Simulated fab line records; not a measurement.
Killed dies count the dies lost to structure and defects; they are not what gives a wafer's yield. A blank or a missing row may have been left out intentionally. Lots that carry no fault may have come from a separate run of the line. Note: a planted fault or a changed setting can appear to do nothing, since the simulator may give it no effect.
The tool behind it: which one? :: flow nand harc :: route of 1159 steps, sampled at 1 step: 6 lots, 18 wafers

WHAT EACH GAUGE READ, for each wafer
NHARC_A_CONTACT_CD_MEAS_08 targets a cd of 100 nm.
lot: L578
measured: day 17 02:02
on: cd sem-01
cd nm (nm): 100.9 101.2 101.3

lot: L581
measured: day 19 06:26
on: cd sem-02
cd nm (nm): 99.4 98.3 98.8

lot: L587
measured: day 19 20:04
on: cd sem-01
cd nm (nm): 100.3 99.9 100.1

lot: L594
measured: day 21 12:19
on: cd sem-03
cd nm (nm): 100.7 100.3 99.7

lot: L596
measured: day 22 18:26
on: cd sem-01
cd nm (nm): 100.4 100.9 101.0

lot: L597
measured: day 22 21:37
on: cd sem-01
cd nm (nm): 99.9 100.1 99.4

WHAT TOOL EACH LOT RAN ON (gives the tool, then ch and the chambers of the sampled wafers, and finally the start)
No process step before these readings appears in the record.

THE ANSWER, worked out from the rows above alone
Rule: usual is defined by the lots themselves. Put in order of their means at a reading, lots are off if they are a third of the lots or fewer, leave a main group of 4 or more, and stand apart from it by a gap of 3 or more times the standard deviation of the main group's means; of several such gaps the widest counts. The tables above print the reading to a certain number of digits; a main group whose means all agree to those digits is not used. A lot without any number at a reading at which 4 lots or more have one is off too. The other lots that the step has rows for count as sound.
No lot is off at any reading shown: from this, nothing can be told.

WHAT THE SIMULATOR HAD INSERTED
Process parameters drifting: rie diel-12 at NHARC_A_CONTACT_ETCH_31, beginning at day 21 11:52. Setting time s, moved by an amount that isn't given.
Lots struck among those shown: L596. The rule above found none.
